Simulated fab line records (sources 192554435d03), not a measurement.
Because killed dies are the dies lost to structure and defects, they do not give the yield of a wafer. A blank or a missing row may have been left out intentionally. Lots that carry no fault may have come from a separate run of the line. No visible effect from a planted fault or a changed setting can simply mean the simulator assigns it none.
Matching of chambers || flow n5-finfet || N5_BEOL_M5_DESCUM_33 on rie-diel-05: 3 sister chambers
The step chemistry O2, time 7 s. 18 wafers are shown with their chamber, then 9 later ones without.

## WAFERS, EACH WITH ITS CHAMBER
{"wafer": "L076.2", "chamber": 2, "drypump-motor-current-A (A)": 5.3, "showerhead-plenum-p-Torr (Torr)": 2.04, "oes-product-au (a.u.)": 0.90}
{"wafer": "L076.3", "chamber": 0, "drypump-motor-current-A (A)": 5.0, "showerhead-plenum-p-Torr (Torr)": 2.18, "oes-product-au (a.u.)": 0.75}
{"wafer": "L076.5", "chamber": 0, "drypump-motor-current-A (A)": 5.0, "showerhead-plenum-p-Torr (Torr)": 2.18, "oes-product-au (a.u.)": 0.75}
{"wafer": "L077.1", "chamber": 2, "drypump-motor-current-A (A)": 5.3, "showerhead-plenum-p-Torr (Torr)": 2.04, "oes-product-au (a.u.)": 0.89}
{"wafer": "L077.4", "chamber": 3, "drypump-motor-current-A (A)": 5.8, "showerhead-plenum-p-Torr (Torr)": 2.19, "oes-product-au (a.u.)": 0.74}
{"wafer": "L077.5", "chamber": 2, "drypump-motor-current-A (A)": 5.3, "showerhead-plenum-p-Torr (Torr)": 2.04, "oes-product-au (a.u.)": 0.89}
{"wafer": "L081.1", "chamber": 0, "drypump-motor-current-A (A)": 5.1, "showerhead-plenum-p-Torr (Torr)": 2.17, "oes-product-au (a.u.)": 0.75}
{"wafer": "L081.4", "chamber": 3, "drypump-motor-current-A (A)": 5.8, "showerhead-plenum-p-Torr (Torr)": 2.19, "oes-product-au (a.u.)": 0.74}
{"wafer": "L081.5", "chamber": 2, "drypump-motor-current-A (A)": 5.3, "showerhead-plenum-p-Torr (Torr)": 2.04, "oes-product-au (a.u.)": 0.89}
{"wafer": "L083.1", "chamber": 3, "drypump-motor-current-A (A)": 5.8, "showerhead-plenum-p-Torr (Torr)": 2.19, "oes-product-au (a.u.)": 0.73}
{"wafer": "L083.4", "chamber": 0, "drypump-motor-current-A (A)": 5.0, "showerhead-plenum-p-Torr (Torr)": 2.17, "oes-product-au (a.u.)": 0.75}
{"wafer": "L083.6", "chamber": 3, "drypump-motor-current-A (A)": 5.8, "showerhead-plenum-p-Torr (Torr)": 2.19, "oes-product-au (a.u.)": 0.74}
{"wafer": "L086.1", "chamber": 2, "drypump-motor-current-A (A)": 5.3, "showerhead-plenum-p-Torr (Torr)": 2.03, "oes-product-au (a.u.)": 0.87}
{"wafer": "L086.4", "chamber": 3, "drypump-motor-current-A (A)": 5.8, "showerhead-plenum-p-Torr (Torr)": 2.19, "oes-product-au (a.u.)": 0.73}
{"wafer": "L086.5", "chamber": 0, "drypump-motor-current-A (A)": 5.0, "showerhead-plenum-p-Torr (Torr)": 2.17, "oes-product-au (a.u.)": 0.74}
{"wafer": "L087.4", "chamber": 2, "drypump-motor-current-A (A)": 5.3, "showerhead-plenum-p-Torr (Torr)": 2.03, "oes-product-au (a.u.)": 0.86}
{"wafer": "L087.5", "chamber": 0, "drypump-motor-current-A (A)": 5.0, "showerhead-plenum-p-Torr (Torr)": 2.17, "oes-product-au (a.u.)": 0.73}
{"wafer": "L087.6", "chamber": 3, "drypump-motor-current-A (A)": 5.8, "showerhead-plenum-p-Torr (Torr)": 2.19, "oes-product-au (a.u.)": 0.73}

SIGNATURES (means of the wafers above)
{"reading": "drypump-motor-current-A", "chamber 0": 5.017, "chamber 2": 5.300, "chamber 3": 5.800, "scatter within a chamber": 0.0236}
{"reading": "showerhead-plenum-p-Torr", "chamber 0": 2.1733, "chamber 2": 2.0367, "chamber 3": 2.1900, "scatter within a chamber": 0.00422}
{"reading": "oes-product-au", "chamber 0": 0.7450, "chamber 2": 0.8833, "chamber 3": 0.7350, "scatter within a chamber": 0.0104}
Rule: a wafer lies at a distance from a chamber equal to the root of the sum of squares, over the readings, of (its reading less the chamber's mean, divided by the reading's scatter). If the next closest chamber is less than 2 further off than the closest, the wafer can't be placed; otherwise it belongs to the closest. The scatter: the root of (the sum of the squares of (reading less its chamber's mean) over the shown wafers, divided by (wafers less chambers)).

## WAFERS WHOSE CHAMBER IS MISSING
{"wafer": "L094.2", "drypump-motor-current-A (A)": 5.8, "showerhead-plenum-p-Torr (Torr)": 2.18, "oes-product-au (a.u.)": 0.72}
{"wafer": "L094.4", "drypump-motor-current-A (A)": 5.3, "showerhead-plenum-p-Torr (Torr)": 2.03, "oes-product-au (a.u.)": 0.86}
{"wafer": "L094.5", "drypump-motor-current-A (A)": 5.0, "showerhead-plenum-p-Torr (Torr)": 2.16, "oes-product-au (a.u.)": 0.73}
{"wafer": "L096.2", "drypump-motor-current-A (A)": 5.3, "showerhead-plenum-p-Torr (Torr)": 2.03, "oes-product-au (a.u.)": 0.84}
{"wafer": "L096.4", "drypump-motor-current-A (A)": 5.8, "showerhead-plenum-p-Torr (Torr)": 2.18, "oes-product-au (a.u.)": 0.71}
{"wafer": "L096.6", "drypump-motor-current-A (A)": 5.8, "showerhead-plenum-p-Torr (Torr)": 2.18, "oes-product-au (a.u.)": 0.72}
{"wafer": "L097.1", "drypump-motor-current-A (A)": 5.3, "showerhead-plenum-p-Torr (Torr)": 2.03, "oes-product-au (a.u.)": 0.84}
{"wafer": "L097.2", "drypump-motor-current-A (A)": 5.0, "showerhead-plenum-p-Torr (Torr)": 2.16, "oes-product-au (a.u.)": 0.72}
{"wafer": "L097.5", "drypump-motor-current-A (A)": 5.8, "showerhead-plenum-p-Torr (Torr)": 2.18, "oes-product-au (a.u.)": 0.72}

## EACH ONE'S CHAMBER
{"wafer": "L094.2", "from the rows above": 3, "in truth": 3}
{"wafer": "L094.4", "from the rows above": 2, "in truth": 2}
{"wafer": "L094.5", "from the rows above": 0, "in truth": 0}
{"wafer": "L096.2", "from the rows above": 2, "in truth": 2}
{"wafer": "L096.4", "from the rows above": 3, "in truth": 3}
{"wafer": "L096.6", "from the rows above": 3, "in truth": 3}
{"wafer": "L097.1", "from the rows above": 2, "in truth": 2}
{"wafer": "L097.2", "from the rows above": 0, "in truth": 0}
{"wafer": "L097.5", "from the rows above": 3, "in truth": 3}
Correctly placed: 9 of 9. Number that these rows cannot place: 0. Placed wrongly: 0.
